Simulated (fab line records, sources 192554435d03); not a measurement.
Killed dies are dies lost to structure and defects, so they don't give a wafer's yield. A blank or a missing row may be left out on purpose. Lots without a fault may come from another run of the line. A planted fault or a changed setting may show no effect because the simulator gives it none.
One fault seen from 2 desks | flow n5_finfet | each desk has only its own numbers; what lay behind them comes last

THE TOOL OWNER'S DESK: pvd_sputter-01
The tool's own readings at N5_BEOL_M5_HM_DEP_02 (deposits TiN, target thk 20 nm): means of the sampled wafers that have a number, for each lot that ran on this tool. A lot is out of limits, marked OUT, if its mean lies more than 4 standard deviations from the usual mean; the brackets give that distance.
Columns: A = throttle_valve_pct at N5_BEOL_M5_HM_DEP_02, usual 29.5 %
lot  | first seen here | A
L263 | day 7 21:52     | 29.5
L267 | day 9 00:21     | 29.3
L277 | day 11 06:49    | 29.4
L280 | day 12 11:02    | 30.1
This desk's finding: nothing out of limits on any of the 4 lots.

THE METROLOGY DESK
What the gauges read, lot by lot, whatever tool the lot ran on: means of the sampled wafers that have a number. A lot is out of limits, marked OUT, if its mean lies more than 4 standard deviations from the usual mean; the brackets give that distance. Of its 14 readings 7 are shown: the one that was out of limits first, and those that lie furthest out on some lot.
Columns: A = DIBL_P at N5_BEOL_M4_RC_MEAS_101, usual 36.4 mV/V; B = IOFF_N at N5_BEOL_M4_RC_MEAS_101, usual 0.164 nA/um; C = ION_N at N5_BEOL_M4_RC_MEAS_101, usual 675 uA/um; D = VT_N at N5_BEOL_M4_RC_MEAS_101, usual 249.2 mV; E = VT_P at N5_BEOL_M4_RC_MEAS_101, usual -250.1 mV; F = trench_depth_nm at N5_BEOL_M5_OCD_MEAS_38, usual 71.4 nm; G = M5_THK at N5_BEOL_M5_THK_MEAS_53, usual 60.8 nm
lot  | first seen here | A    | B     | C   | D     | E      | F              | G
L263 | day 7 20:11     | 36.1 | 0.146 | 671 | 249.8 | -255.4 | 71.4           | 61.6
L267 | day 8 21:29     | 34.9 | 0.151 | 673 | 251.3 | -251.4 | 72.2           | 61.2
L270 | day 9 22:43     | 38.3 | 0.199 | 687 | 244.6 | -248.9 | 72.8           | 62.6
L277 | day 11 03:29    | 38.7 | 0.192 | 678 | 249.1 | -248.7 | 40.3 (-28) OUT | 57.1
L280 | day 12 08:25    | 38.1 | 0.214 | 696 | 246.2 | -249.2 | 41.1 (-28) OUT | 60.0
L283 | day 13 00:23    | 37.2 | 0.154 | 673 | 248.0 | -250.9 | 71.0           | 59.8
L286 | day 13 15:23    | 36.7 | 0.174 | 676 | 249.2 | -250.6 | 71.5           | 61.1
L285 | day 13 16:01    | 36.4 | 0.151 | 665 | 250.5 | -250.1 | 69.9           | 59.5
This desk's finding: out of limits on L277, L280; first on L277, day 11 09:00 (trench_depth_nm at N5_BEOL_M5_OCD_MEAS_38). In limits: L263, L267, L270, L283, L286, L285.

PUT TOGETHER
The metrology desk could have raised an alarm at day 11 09:00, on L277, L280.
The tool owner's desk saw nothing out of limits.
The tool owner's desk has L277, L280 on record, within its limits.
Of the lots named, all ran N5_BEOL_M5_HM_DEP_02 on pvd_sputter-01.

WHAT THE SIMULATOR HAD PUT IN
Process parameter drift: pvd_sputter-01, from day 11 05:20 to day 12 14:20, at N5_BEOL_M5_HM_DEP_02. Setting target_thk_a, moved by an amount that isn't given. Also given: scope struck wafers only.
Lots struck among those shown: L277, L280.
Hours from the fault's start to each desk's first reading out of limits: the metrology desk, 4.
